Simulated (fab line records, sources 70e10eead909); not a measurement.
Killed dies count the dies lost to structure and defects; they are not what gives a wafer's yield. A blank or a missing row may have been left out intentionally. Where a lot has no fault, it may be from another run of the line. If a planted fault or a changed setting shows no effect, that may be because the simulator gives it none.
fab line records :: flow nandHarc
record:
  lots: 14
  wafers: 42
  lastDay: 33
route steps=1302 shown A_ZERO_WELL@405 A_ONON_D1@449 A_CHANNEL_HOLE_D1@460
lots untouched by any fault: they come from a run of this same line in which no faults occurred
startH: hours from the record's opening day to when the first of the lot's shown wafers began :: waitH: hours since the lot's step before :: " repeats the value in the row above :: L1.1+2: several wafers, shown together as one row :: - no value present, or no start provided :: * or withheld: withheld :: < > ~ a bound
route shown NAME@n: a module of which the file shows steps, and the number in the route of the first :: usual: the fault-free wafers' mean and standard deviation :: same: alike in all rows :: chamber/n: place in a boat :: sites: each site's reading :: _std_site: how widely they spread, as a standard deviation :: _edge_site: the outer-site mean with the inner-site mean subtracted :: radiusMm: for every site, how far away it sits from the centre of the wafer :: mask NAME#n: copy n :: behind: tool/chamber where the wafer was last shaped :: hold: what put the lot on hold/how long, in hours/how the hold closed :: device: names the non-switching transistor (n, p or np) :: end of line: the route-end tests of the same wafers :: a step given without rows: its recipe and nothing more :: killed: count of dies lost to structure and defects at first sort (not the wafer's yield) :: map: dies across one wafer; x = killed, . = not, _ = none there
set.NAME: the run value of the setting; set.NAME@STEP: its run value at that earlier step :: model.NAME: the simulator's own value behind a step, which no gauge read
one table for each step of the route and one row for each wafer, over a sample of lots
services: the hour from which a tool's chamber was out of use, counted from the record's first day as startH (under 0 if before that day), plus the number of hours and why
== steps ==
step: NHARC_A_ZERO_WELL_ETCH_13
recipe:
  targetDepthA: 1200
  timeS: 40.1
  hbrFlowSccm: 150
  cl2FlowSccm: 50
  rfW: 400
  icpW: 400
  biasW: 100
  chemistry: HBr/Cl2
usual:
  drypumpMotorCurrentA: 5.9/0.47
  oesProductAu: 0.999/0.0072
  throttleValvePct: 26.406/0.0092
same:
  timeS: 40.1
lot.wafer: L665.2
tool: rieSi-05
chamber: 1
startH: 144.61
waitH: -
drypumpMotorCurrentA: 6.0
oesProductAu: 0.999
rfHoursCounterH: 0.04
throttleValvePct: 26.404

lot.wafer: L665.4
tool: rieSi-05
chamber: 3
startH: 144.61
waitH: -
drypumpMotorCurrentA: 5.4
oesProductAu: 0.988
rfHoursCounterH: 0.02
throttleValvePct: 26.399

lot.wafer: L665.6
tool: rieSi-05
chamber: 2
startH: 144.61
waitH: -
drypumpMotorCurrentA: 5.3
oesProductAu: 1.003
rfHoursCounterH: -
throttleValvePct: 26.403

lot.wafer: L666.1
tool: rieSi-05
chamber: 2
startH: 152.51
waitH: -
drypumpMotorCurrentA: 5.2
oesProductAu: 1.000
rfHoursCounterH: 0.09
throttleValvePct: 26.396

lot.wafer: L666.6
tool: rieSi-05
chamber: 3
startH: 152.51
waitH: -
drypumpMotorCurrentA: 5.4
oesProductAu: 0.990
rfHoursCounterH: -
throttleValvePct: 26.415

lot.wafer: L666.5
tool: rieSi-05
chamber: 0
startH: 152.51
waitH: -
drypumpMotorCurrentA: 6.5
oesProductAu: 0.998
rfHoursCounterH: -
throttleValvePct: 26.408

lot.wafer: L668.4
tool: rieSi-05
chamber: 2
startH: 170.73
waitH: -
drypumpMotorCurrentA: 5.3
oesProductAu: 0.987
rfHoursCounterH: 0.28
throttleValvePct: 26.411

lot.wafer: L668.3
tool: rieSi-05
chamber: 0
startH: 170.73
waitH: -
drypumpMotorCurrentA: 6.5
oesProductAu: 0.983
rfHoursCounterH: 0.25
throttleValvePct: 26.389

lot.wafer: L668.2
tool: rieSi-05
chamber: 1
startH: 170.73
waitH: -
drypumpMotorCurrentA: 6.0
oesProductAu: 1.002
rfHoursCounterH: 0.30
throttleValvePct: 26.416

lot.wafer: L669.1
tool: rieSi-05
chamber: 2
startH: 180.96
waitH: -
drypumpMotorCurrentA: 5.2
oesProductAu: 1.009
rfHoursCounterH: 0.33
throttleValvePct: 26.401

lot.wafer: L669.2
tool: rieSi-05
chamber: 3
startH: 180.96
waitH: -
drypumpMotorCurrentA: 5.4
oesProductAu: 0.999
rfHoursCounterH: 0.27
throttleValvePct: 26.374

lot.wafer: L669.6
tool: rieSi-05
chamber: 2
startH: 180.96
waitH: -
drypumpMotorCurrentA: 5.3
oesProductAu: 1.012
rfHoursCounterH: -
throttleValvePct: 26.398

lot.wafer: L670.1
tool: rieSi-06
chamber: 0
startH: 196.91
waitH: -
drypumpMotorCurrentA: 6.0
oesProductAu: 1.004
rfHoursCounterH: 0.61
throttleValvePct: 26.400

lot.wafer: L670.2
tool: rieSi-06
chamber: 1
startH: 196.91
waitH: -
drypumpMotorCurrentA: 5.4
oesProductAu: 1.003
rfHoursCounterH: 0.51
throttleValvePct: 26.388

lot.wafer: L670.6
tool: rieSi-06
chamber: 3
startH: 196.91
waitH: -
drypumpMotorCurrentA: 6.0
oesProductAu: 0.999
rfHoursCounterH: -
throttleValvePct: 26.415

lot.wafer: L671.4
tool: rieSi-04
chamber: 3
startH: 199.77
waitH: -
drypumpMotorCurrentA: 6.4
oesProductAu: 0.999
rfHoursCounterH: 0.17
throttleValvePct: 26.412

lot.wafer: L671.2
tool: rieSi-04
chamber: 0
startH: 199.77
waitH: -
drypumpMotorCurrentA: 5.4
oesProductAu: 1.008
rfHoursCounterH: 0.17
throttleValvePct: 26.407

lot.wafer: L671.1
tool: rieSi-04
chamber: 1
startH: 199.77
waitH: -
drypumpMotorCurrentA: 6.6
oesProductAu: 1.011
rfHoursCounterH: 0.11
throttleValvePct: 26.402

lot.wafer: L673.4
tool: rieSi-04
chamber: 0
startH: 221.73
waitH: -
drypumpMotorCurrentA: 5.4
oesProductAu: 0.999
rfHoursCounterH: 0.27
throttleValvePct: 26.391

lot.wafer: L673.1
tool: rieSi-04
chamber: 1
startH: 221.73
waitH: -
drypumpMotorCurrentA: 6.6
oesProductAu: 1.005
rfHoursCounterH: 0.21
throttleValvePct: 26.400

lot.wafer: L673.5
tool: rieSi-04
chamber: 1
startH: 221.73
waitH: -
drypumpMotorCurrentA: 6.6
oesProductAu: 1.001
rfHoursCounterH: -
throttleValvePct: 26.411

lot.wafer: L674.3
tool: rieSi-05
chamber: 0
startH: 231.75
waitH: -
drypumpMotorCurrentA: 6.5
oesProductAu: 0.993
rfHoursCounterH: 0.76
throttleValvePct: 26.418

lot.wafer: L674.2
tool: rieSi-05
chamber: 2
startH: 231.75
waitH: -
drypumpMotorCurrentA: 5.2
oesProductAu: 0.986
rfHoursCounterH: 0.67
throttleValvePct: 26.402

lot.wafer: L674.4
tool: rieSi-05
chamber: 3
startH: 231.75
waitH: -
drypumpMotorCurrentA: 5.4
oesProductAu: 0.995
rfHoursCounterH: 0.74
throttleValvePct: 26.412

lot.wafer: L675.1
tool: rieSi-06
chamber: 1
startH: 232.37
waitH: -
drypumpMotorCurrentA: 5.4
oesProductAu: 1.007
rfHoursCounterH: 0.73
throttleValvePct: 26.396

lot.wafer: L675.2
tool: rieSi-06
chamber: 3
startH: 232.37
waitH: -
drypumpMotorCurrentA: 6.0
oesProductAu: 1.003
rfHoursCounterH: 1.06
throttleValvePct: 26.402

lot.wafer: L675.6
tool: rieSi-06
chamber: 2
startH: 232.37
waitH: -
drypumpMotorCurrentA: 5.4
oesProductAu: 1.008
rfHoursCounterH: -
throttleValvePct: 26.391

lot.wafer: L677.2
tool: rieSi-04
chamber: 3
startH: 257.11
waitH: -
drypumpMotorCurrentA: 6.4
oesProductAu: 0.999
rfHoursCounterH: 0.42
throttleValvePct: 26.412

lot.wafer: L677.4
tool: rieSi-04
chamber: 0
startH: 257.11
waitH: -
drypumpMotorCurrentA: 5.4
oesProductAu: 1.006
rfHoursCounterH: 0.47
throttleValvePct: 26.415

lot.wafer: L677.6
tool: rieSi-04
chamber: 1
startH: 257.11
waitH: -
drypumpMotorCurrentA: 6.6
oesProductAu: 1.001
rfHoursCounterH: -
throttleValvePct: 26.399

lot.wafer: L681.2
tool: rieSi-06
chamber: 2
startH: 298.96
waitH: -
drypumpMotorCurrentA: 5.5
oesProductAu: 1.010
rfHoursCounterH: 0.18
throttleValvePct: 26.404

lot.wafer: L681.3
tool: rieSi-06
chamber: 3
startH: 298.96
waitH: -
drypumpMotorCurrentA: 6.0
oesProductAu: 1.013
rfHoursCounterH: 0.20
throttleValvePct: 26.413

lot.wafer: L681.6
tool: rieSi-06
chamber: 0
startH: 298.96
waitH: -
drypumpMotorCurrentA: 6.1
oesProductAu: 1.001
rfHoursCounterH: -
throttleValvePct: 26.397

lot.wafer: L683.4
tool: rieSi-04
chamber: 3
startH: 311.91
waitH: -
drypumpMotorCurrentA: 6.4
oesProductAu: 0.994
rfHoursCounterH: 0.86
throttleValvePct: 26.402

lot.wafer: L683.2
tool: rieSi-04
chamber: 1
startH: 311.91
waitH: -
drypumpMotorCurrentA: 6.6
oesProductAu: 0.989
rfHoursCounterH: 0.88
throttleValvePct: 26.409

lot.wafer: L683.3
tool: rieSi-04
chamber: 2
startH: 311.91
waitH: -
drypumpMotorCurrentA: 6.1
oesProductAu: 0.999
rfHoursCounterH: 0.93
throttleValvePct: 26.411

lot.wafer: L687.1
tool: rieSi-06
chamber: 1
startH: 364.94
waitH: -
drypumpMotorCurrentA: 5.4
oesProductAu: 0.999
rfHoursCounterH: 0.50
throttleValvePct: 26.386

lot.wafer: L687.5
tool: rieSi-06
chamber: 0
startH: 364.94
waitH: -
drypumpMotorCurrentA: 6.0
oesProductAu: 0.986
rfHoursCounterH: -
throttleValvePct: 26.395

lot.wafer: L687.6
tool: rieSi-06
chamber: 1
startH: 364.94
waitH: -
drypumpMotorCurrentA: 5.4
oesProductAu: 0.999
rfHoursCounterH: -
throttleValvePct: 26.392

lot.wafer: L688.2
tool: rieSi-05
chamber: 2
startH: 372.31
waitH: -
drypumpMotorCurrentA: 5.3
oesProductAu: 1.001
rfHoursCounterH: 0.52
throttleValvePct: 26.403

lot.wafer: L688.4
tool: rieSi-05
chamber: 3
startH: 372.31
waitH: -
drypumpMotorCurrentA: 5.4
oesProductAu: 1.005
rfHoursCounterH: 0.44
throttleValvePct: 26.398

lot.wafer: L688.6
tool: rieSi-05
chamber: 1
startH: 372.31
waitH: -
drypumpMotorCurrentA: 6.0
oesProductAu: 0.996
rfHoursCounterH: -
throttleValvePct: 26.415
step: NHARC_A_ONON_D1_INSPECT_32
usual:
  rawDefectCount: 75/29
lot.wafer: L665.2
tool: defectInspect-02
chamber: -
startH: 181.74
waitH: 0.0
rawDefectCount: 87

lot.wafer: L665.4
tool: defectInspect-02
chamber: -
startH: 181.74
waitH: 0.0
rawDefectCount: 93

lot.wafer: L665.6
tool: defectInspect-02
chamber: -
startH: 181.74
waitH: 0.0
rawDefectCount: 70

lot.wafer: L666.1
tool: defectInspect-02
chamber: -
startH: 190.84
waitH: 0.0
rawDefectCount: 92

lot.wafer: L666.5
tool: defectInspect-02
chamber: -
startH: 190.84
waitH: 0.0
rawDefectCount: 72

lot.wafer: L666.6
tool: defectInspect-02
chamber: -
startH: 190.84
waitH: 0.0
rawDefectCount: 137

lot.wafer: L668.2
tool: defectInspect-01
chamber: -
startH: 205.37
waitH: 0.0
rawDefectCount: 76

lot.wafer: L668.3
tool: defectInspect-01
chamber: -
startH: 205.37
waitH: 0.0
rawDefectCount: 68

lot.wafer: L668.4
tool: defectInspect-01
chamber: -
startH: 205.37
waitH: 0.0
rawDefectCount: 71

lot.wafer: L669.1
tool: defectInspect-02
chamber: -
startH: 218.86
waitH: 0.0
rawDefectCount: 99

lot.wafer: L669.2
tool: defectInspect-02
chamber: -
startH: 218.86
waitH: 0.0
rawDefectCount: 90

lot.wafer: L669.6
tool: defectInspect-02
chamber: -
startH: 218.86
waitH: 0.0
rawDefectCount: 96

lot.wafer: L670.1
tool: defectInspect-01
chamber: -
startH: 237.54
waitH: 0.0
rawDefectCount: 60

lot.wafer: L670.2
tool: defectInspect-01
chamber: -
startH: 237.54
waitH: 0.0
rawDefectCount: 40

lot.wafer: L670.6
tool: defectInspect-01
chamber: -
startH: 237.54
waitH: 0.0
rawDefectCount: 63

lot.wafer: L671.1
tool: defectInspect-02
chamber: -
startH: 237.67
waitH: 0.0
rawDefectCount: 134

lot.wafer: L671.2
tool: defectInspect-02
chamber: -
startH: 237.67
waitH: 0.0
rawDefectCount: 120

lot.wafer: L671.4
tool: defectInspect-02
chamber: -
startH: 237.67
waitH: 0.0
rawDefectCount: 126

lot.wafer: L673.1
tool: defectInspect-02
chamber: -
startH: 256.59
waitH: 0.0
rawDefectCount: 81

lot.wafer: L673.4
tool: defectInspect-02
chamber: -
startH: 256.59
waitH: 0.0
rawDefectCount: 66

lot.wafer: L673.5
tool: defectInspect-02
chamber: -
startH: 256.59
waitH: 0.0
rawDefectCount: 76

lot.wafer: L674.2
tool: defectInspect-02
chamber: -
startH: 269.33
waitH: 0.0
rawDefectCount: 90

lot.wafer: L674.3
tool: defectInspect-02
chamber: -
startH: 269.33
waitH: 0.0
rawDefectCount: 41

lot.wafer: L674.4
tool: defectInspect-02
chamber: -
startH: 269.33
waitH: 0.0
rawDefectCount: 58

lot.wafer: L675.1
tool: defectInspect-02
chamber: -
startH: 269.41
waitH: 0.0
rawDefectCount: 39

lot.wafer: L675.2
tool: defectInspect-02
chamber: -
startH: 269.41
waitH: 0.0
rawDefectCount: 51

lot.wafer: L675.6
tool: defectInspect-02
chamber: -
startH: 269.41
waitH: 0.0
rawDefectCount: 65

lot.wafer: L677.2
tool: defectInspect-02
chamber: -
startH: 292.14
waitH: 0.0
rawDefectCount: 30

lot.wafer: L677.4
tool: defectInspect-02
chamber: -
startH: 292.14
waitH: 0.0
rawDefectCount: 37

lot.wafer: L677.6
tool: defectInspect-02
chamber: -
startH: 292.14
waitH: 0.0
rawDefectCount: 78

lot.wafer: L681.2
tool: defectInspect-02
chamber: -
startH: 342.74
waitH: 0.0
rawDefectCount: 63

lot.wafer: L681.3
tool: defectInspect-02
chamber: -
startH: 342.74
waitH: 0.0
rawDefectCount: 110

lot.wafer: L681.6
tool: defectInspect-02
chamber: -
startH: 342.74
waitH: 0.0
rawDefectCount: 99

lot.wafer: L683.2
tool: defectInspect-02
chamber: -
startH: 347.62
waitH: 0.0
rawDefectCount: 62

lot.wafer: L683.3
tool: defectInspect-02
chamber: -
startH: 347.62
waitH: 0.0
rawDefectCount: 36

lot.wafer: L683.4
tool: defectInspect-02
chamber: -
startH: 347.62
waitH: 0.0
rawDefectCount: 57

lot.wafer: L687.1
tool: defectInspect-02
chamber: -
startH: 400.02
waitH: 0.0
rawDefectCount: 126

lot.wafer: L687.5
tool: defectInspect-02
chamber: -
startH: 400.02
waitH: 0.0
rawDefectCount: 150

lot.wafer: L687.6
tool: defectInspect-02
chamber: -
startH: 400.02
waitH: 0.0
rawDefectCount: 121

lot.wafer: L688.2
tool: defectInspect-02
chamber: -
startH: 410.02
waitH: 0.0
rawDefectCount: 55

lot.wafer: L688.4
tool: defectInspect-02
chamber: -
startH: 410.02
waitH: 0.0
rawDefectCount: 24

lot.wafer: L688.6
tool: defectInspect-02
chamber: -
startH: 410.02
waitH: 0.0
rawDefectCount: 75
step: NHARC_A_CHANNEL_HOLE_D1_PEB_08
recipe:
  pebTempC: 100
  pebTimeS: 65
usual:
  chillPlateTempC: 22.99/0.11
  exhaustPa: 45.1/0.83
lot.wafer: L665.2
tool: lithoTrack-04
chamber: 0
startH: 185.95
waitH: 0.1
chillPlateTempC: 22.86
exhaustPa: 44.7

lot.wafer: L665.4
tool: lithoTrack-04
chamber: 0
startH: 185.95
waitH: 0.1
chillPlateTempC: 22.95
exhaustPa: 46.2

lot.wafer: L665.6
tool: lithoTrack-04
chamber: 0
startH: 185.95
waitH: 0.1
chillPlateTempC: 22.88
exhaustPa: 43.8

lot.wafer: L666.1
tool: lithoTrack-06
chamber: 0
startH: 195.05
waitH: 0.1
chillPlateTempC: 22.95
exhaustPa: 44.9

lot.wafer: L666.5
tool: lithoTrack-06
chamber: 0
startH: 195.05
waitH: 0.1
chillPlateTempC: 22.85
exhaustPa: 44.5

lot.wafer: L666.6
tool: lithoTrack-06
chamber: 0
startH: 195.05
waitH: 0.1
chillPlateTempC: 23.08
exhaustPa: 44.1

lot.wafer: L668.2
tool: lithoTrack-01
chamber: 0
startH: 211.02
waitH: 0.1
chillPlateTempC: 22.91
exhaustPa: 44.8

lot.wafer: L668.3
tool: lithoTrack-01
chamber: 0
startH: 211.02
waitH: 0.1
chillPlateTempC: 22.91
exhaustPa: 46.0

lot.wafer: L668.4
tool: lithoTrack-01
chamber: 0
startH: 211.02
waitH: 0.1
chillPlateTempC: 22.86
exhaustPa: 45.8

lot.wafer: L669.1
tool: lithoTrack-04
chamber: 0
startH: 225.02
waitH: 0.1
chillPlateTempC: 23.03
exhaustPa: 45.1

lot.wafer: L669.2
tool: lithoTrack-04
chamber: 0
startH: 225.02
waitH: 0.1
chillPlateTempC: 22.96
exhaustPa: 44.4

lot.wafer: L669.6
tool: lithoTrack-04
chamber: 0
startH: 225.02
waitH: 0.1
chillPlateTempC: 22.89
exhaustPa: 43.7

lot.wafer: L670.1
tool: lithoTrack-04
chamber: 0
startH: 240.19
waitH: 0.1
chillPlateTempC: 22.94
exhaustPa: 45.5

lot.wafer: L670.2
tool: lithoTrack-04
chamber: 0
startH: 240.19
waitH: 0.1
chillPlateTempC: 23.20
exhaustPa: 45.5

lot.wafer: L670.6
tool: lithoTrack-04
chamber: 0
startH: 240.19
waitH: 0.1
chillPlateTempC: 23.01
exhaustPa: 45.4

lot.wafer: L671.1
tool: lithoTrack-04
chamber: 0
startH: 240.35
waitH: 0.1
chillPlateTempC: 23.04
exhaustPa: 44.6

lot.wafer: L671.2
tool: lithoTrack-04
chamber: 0
startH: 240.35
waitH: 0.1
chillPlateTempC: 23.16
exhaustPa: 43.6

lot.wafer: L671.4
tool: lithoTrack-04
chamber: 0
startH: 240.35
waitH: 0.1
chillPlateTempC: 23.06
exhaustPa: 44.3

lot.wafer: L673.1
tool: lithoTrack-01
chamber: 0
startH: 261.70
waitH: 0.1
chillPlateTempC: 23.04
exhaustPa: 43.7

lot.wafer: L673.4
tool: lithoTrack-01
chamber: 0
startH: 261.70
waitH: 0.1
chillPlateTempC: 23.09
exhaustPa: 45.2

lot.wafer: L673.5
tool: lithoTrack-01
chamber: 0
startH: 261.70
waitH: 0.1
chillPlateTempC: 22.92
exhaustPa: 44.1

lot.wafer: L674.2
tool: lithoTrack-01
chamber: -
startH: 272.17
waitH: 0.1
chillPlateTempC: -
exhaustPa: -

lot.wafer: L674.3
tool: lithoTrack-01
chamber: -
startH: 272.17
waitH: 0.1
chillPlateTempC: -
exhaustPa: -

lot.wafer: L674.4
tool: lithoTrack-01
chamber: -
startH: 272.17
waitH: 0.1
chillPlateTempC: -
exhaustPa: -

lot.wafer: L675.1
tool: lithoTrack-06
chamber: -
startH: 272.41
waitH: 0.1
chillPlateTempC: -
exhaustPa: -

lot.wafer: L675.2
tool: lithoTrack-06
chamber: -
startH: 272.41
waitH: 0.1
chillPlateTempC: -
exhaustPa: -

lot.wafer: L675.6
tool: lithoTrack-06
chamber: -
startH: 272.41
waitH: 0.1
chillPlateTempC: -
exhaustPa: -

lot.wafer: L677.2
tool: lithoTrack-06
chamber: 0
startH: 294.79
waitH: 0.1
chillPlateTempC: 23.11
exhaustPa: 45.0

lot.wafer: L677.4
tool: lithoTrack-06
chamber: 0
startH: 294.79
waitH: 0.1
chillPlateTempC: 23.07
exhaustPa: 46.7

lot.wafer: L677.6
tool: lithoTrack-06
chamber: 0
startH: 294.79
waitH: 0.1
chillPlateTempC: 23.09
exhaustPa: 45.4

lot.wafer: L681.2
tool: lithoTrack-04
chamber: 0
startH: 345.42
waitH: 0.1
chillPlateTempC: 23.10
exhaustPa: 45.9

lot.wafer: L681.3
tool: lithoTrack-04
chamber: 0
startH: 345.42
waitH: 0.1
chillPlateTempC: 22.92
exhaustPa: 45.4

lot.wafer: L681.6
tool: lithoTrack-04
chamber: 0
startH: 345.42
waitH: 0.1
chillPlateTempC: 23.02
exhaustPa: 45.8

lot.wafer: L683.2
tool: lithoTrack-06
chamber: 0
startH: 351.49
waitH: 0.1
chillPlateTempC: 22.88
exhaustPa: 44.3

lot.wafer: L683.3
tool: lithoTrack-06
chamber: 0
startH: 351.49
waitH: 0.1
chillPlateTempC: 23.04
exhaustPa: 44.9

lot.wafer: L683.4
tool: lithoTrack-06
chamber: 0
startH: 351.49
waitH: 0.1
chillPlateTempC: 23.05
exhaustPa: 45.8

lot.wafer: L687.1
tool: lithoTrack-01
chamber: 0
startH: 402.67
waitH: 0.1
chillPlateTempC: 22.92
exhaustPa: 44.0

lot.wafer: L687.5
tool: lithoTrack-01
chamber: 0
startH: 402.67
waitH: 0.1
chillPlateTempC: 22.94
exhaustPa: 46.8

lot.wafer: L687.6
tool: lithoTrack-01
chamber: 0
startH: 402.67
waitH: 0.1
chillPlateTempC: 22.88
exhaustPa: 44.4

lot.wafer: L688.2
tool: lithoTrack-01
chamber: 0
startH: 412.78
waitH: 0.1
chillPlateTempC: 23.04
exhaustPa: 46.1

lot.wafer: L688.4
tool: lithoTrack-01
chamber: 0
startH: 412.78
waitH: 0.1
chillPlateTempC: 23.19
exhaustPa: 45.8

lot.wafer: L688.6
tool: lithoTrack-01
chamber: 0
startH: 412.78
waitH: 0.1
chillPlateTempC: 23.20
exhaustPa: 44.8
step: NHARC_A_CHANNEL_HOLE_D1_CD_MEAS_18
usual:
  cdNm: 98.7/1.6
lot.wafer: L665.2
tool: cdSem-01
chamber: -
startH: 187.33
waitH: -
cdNm: 98.0

lot.wafer: L665.4
tool: cdSem-01
chamber: -
startH: 187.33
waitH: -
cdNm: 97.8

lot.wafer: L665.6
tool: cdSem-01
chamber: -
startH: 187.33
waitH: -
cdNm: 101.3

lot.wafer: L666.1
tool: cdSem-03
chamber: -
startH: 196.44
waitH: -
cdNm: 100.0

lot.wafer: L666.5
tool: cdSem-03
chamber: -
startH: 196.44
waitH: -
cdNm: 99.9

lot.wafer: L666.6
tool: cdSem-03
chamber: -
startH: 196.44
waitH: -
cdNm: 100.7

lot.wafer: L668.2
tool: cdSem-01
chamber: -
startH: 212.39
waitH: -
cdNm: 97.9

lot.wafer: L668.3
tool: cdSem-01
chamber: -
startH: 212.39
waitH: -
cdNm: 101.2

lot.wafer: L668.4
tool: cdSem-01
chamber: -
startH: 212.39
waitH: -
cdNm: 99.1

lot.wafer: L669.1
tool: cdSem-02
chamber: -
startH: 226.39
waitH: -
cdNm: 101.8

lot.wafer: L669.2
tool: cdSem-02
chamber: -
startH: 226.39
waitH: -
cdNm: 99.2

lot.wafer: L669.6
tool: cdSem-02
chamber: -
startH: 226.39
waitH: -
cdNm: 100.3

lot.wafer: L670.1
tool: cdSem-01
chamber: -
startH: 241.68
waitH: -
cdNm: 100.4

lot.wafer: L670.2
tool: cdSem-01
chamber: -
startH: 241.68
waitH: -
cdNm: 101.6

lot.wafer: L670.6
tool: cdSem-01
chamber: -
startH: 241.68
waitH: -
cdNm: 98.3

lot.wafer: L671.1
tool: cdSem-02
chamber: -
startH: 241.76
waitH: -
cdNm: 97.7

lot.wafer: L671.2
tool: cdSem-02
chamber: -
startH: 241.76
waitH: -
cdNm: 98.7

lot.wafer: L671.4
tool: cdSem-02
chamber: -
startH: 241.76
waitH: -
cdNm: 100.0

lot.wafer: L673.1
tool: cdSem-03
chamber: -
startH: 263.33
waitH: -
cdNm: 100.4

lot.wafer: L673.4
tool: cdSem-03
chamber: -
startH: 263.33
waitH: -
cdNm: 99.8

lot.wafer: L673.5
tool: cdSem-03
chamber: -
startH: 263.33
waitH: -
cdNm: 98.6

lot.wafer: L674.2
tool: cdSem-02
chamber: -
startH: 273.66
waitH: -
cdNm: -

lot.wafer: L674.3
tool: cdSem-02
chamber: -
startH: 273.66
waitH: -
cdNm: -

lot.wafer: L674.4
tool: cdSem-02
chamber: -
startH: 273.66
waitH: -
cdNm: -

lot.wafer: L675.1
tool: cdSem-01
chamber: -
startH: 273.78
waitH: -
cdNm: -

lot.wafer: L675.2
tool: cdSem-01
chamber: -
startH: 273.78
waitH: -
cdNm: -

lot.wafer: L675.6
tool: cdSem-01
chamber: -
startH: 273.78
waitH: -
cdNm: -

lot.wafer: L677.2
tool: cdSem-02
chamber: -
startH: 296.21
waitH: -
cdNm: 101.4

lot.wafer: L677.4
tool: cdSem-02
chamber: -
startH: 296.21
waitH: -
cdNm: 99.8

lot.wafer: L677.6
tool: cdSem-02
chamber: -
startH: 296.21
waitH: -
cdNm: 99.2

lot.wafer: L681.2
tool: cdSem-03
chamber: -
startH: 346.81
waitH: -
cdNm: 101.0

lot.wafer: L681.3
tool: cdSem-03
chamber: -
startH: 346.81
waitH: -
cdNm: 101.3

lot.wafer: L681.6
tool: cdSem-03
chamber: -
startH: 346.81
waitH: -
cdNm: 99.5

lot.wafer: L683.2
tool: cdSem-01
chamber: -
startH: 353.13
waitH: -
cdNm: 98.6

lot.wafer: L683.3
tool: cdSem-01
chamber: -
startH: 353.13
waitH: -
cdNm: 100.7

lot.wafer: L683.4
tool: cdSem-01
chamber: -
startH: 353.13
waitH: -
cdNm: 96.9

lot.wafer: L687.1
tool: cdSem-01
chamber: -
startH: 404.17
waitH: -
cdNm: 97.1

lot.wafer: L687.5
tool: cdSem-01
chamber: -
startH: 404.17
waitH: -
cdNm: 96.9

lot.wafer: L687.6
tool: cdSem-01
chamber: -
startH: 404.17
waitH: -
cdNm: 96.7

lot.wafer: L688.2
tool: cdSem-02
chamber: -
startH: 414.17
waitH: -
cdNm: 99.8

lot.wafer: L688.4
tool: cdSem-02
chamber: -
startH: 414.17
waitH: -
cdNm: 99.8

lot.wafer: L688.6
tool: cdSem-02
chamber: -
startH: 414.17
waitH: -
cdNm: 98.0
== services ==
tool: rieSi-05
chamber: -
startH: 128.00
hours: 9.0
kind: pm

tool: rieSi-06
chamber: -
startH: 139.64
hours: 0.2
kind: repair

tool: lithoTrack-01
chamber: -
startH: 155.00
hours: 7.0
kind: pm

tool: rieSi-06
chamber: -
startH: 155.08
hours: 0.4
kind: repair

tool: rieSi-04
chamber: -
startH: 165.00
hours: 9.0
kind: pm

tool: lithoTrack-06
chamber: -
startH: 179.00
hours: 7.0
kind: pm

tool: rieSi-06
chamber: 3
startH: 179.80
hours: 1.1
kind: repair

tool: rieSi-04
chamber: 3
startH: 199.93
hours: 8.1
kind: repair

tool: rieSi-04
chamber: 1
startH: 202.20
hours: 1.1
kind: repair

tool: lithoTrack-04
chamber: -
startH: 203.00
hours: 7.0
kind: pm

tool: rieSi-05
chamber: 1
startH: 216.96
hours: 4.9
kind: repair

tool: rieSi-06
chamber: 0
startH: 217.78
hours: 2.9
kind: repair

tool: rieSi-06
chamber: -
startH: 249.00
hours: 9.0
kind: pm

tool: rieSi-05
chamber: -
startH: 268.28
hours: 1.5
kind: repair

tool: rieSi-06
chamber: -
startH: 279.97
hours: 0.2
kind: repair

tool: rieSi-04
chamber: -
startH: 294.45
hours: 0.4
kind: repair

tool: rieSi-05
chamber: -
startH: 305.00
hours: 9.0
kind: pm

tool: rieSi-06
chamber: 0
startH: 315.54
hours: 1.8
kind: repair

tool: rieSi-06
chamber: 1
startH: 322.73
hours: 18.6
kind: repair

tool: lithoTrack-01
chamber: -
startH: 330.00
hours: 7.0
kind: pm

tool: rieSi-06
chamber: 2
startH: 332.77
hours: 2.1
kind: repair

tool: rieSi-04
chamber: -
startH: 342.00
hours: 9.0
kind: pm

tool: rieSi-05
chamber: -
startH: 368.41
hours: 0.1
kind: repair

tool: lithoTrack-04
chamber: -
startH: 378.00
hours: 7.0
kind: pm
== key ==
firstSign:
  step: NHARC_A_CHANNEL_HOLE_D1_PEB_08
  reading: toolRecord
  direction: missing
effect none on later readings
metAt NHARC_A_CHANNEL_HOLE_D1_PEB_08
struckLots L674,L675
laterRowsLeftOut L674.2,L674.3,L674.4,L675.1,L675.2,L675.6
sortLeftOut L674.2,L674.3,L674.4,L675.1,L675.2,L675.6
testerLeftOut L674,L675
notActingAt NHARC_A_ZERO_WELL_ETCH_13,NHARC_A_ONON_D1_INSPECT_32,NHARC_A_CHANNEL_HOLE_D1_CD_MEAS_18
onsetBetween 261.70 272.17
fault:
  kind: skippedStepWhole
  tool: lithoTrack-01,lithoTrack-06
  chamber: -
  onsetH: 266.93
  steps: NHARC_A_CHANNEL_HOLE_D1_PEB_08
  scope: struckLotsOnly
testerLeftOut: of these lots the tester's yield and bins aren't shown, on N5 and GAA mostly nor the transistor test; their killed dies are dies lost to structure and defects alone, not to doping, threshold or leakage, so they don't give the yield
sortLeftOut: the simulated sort isn't trusted on such a fault, so these wafers' sort isn't shown, and their yield isn't known
laterRowsLeftOut: the simulator's readings of these wafers behind a module that went badly wrong aren't trusted and aren't shown, but for the sort
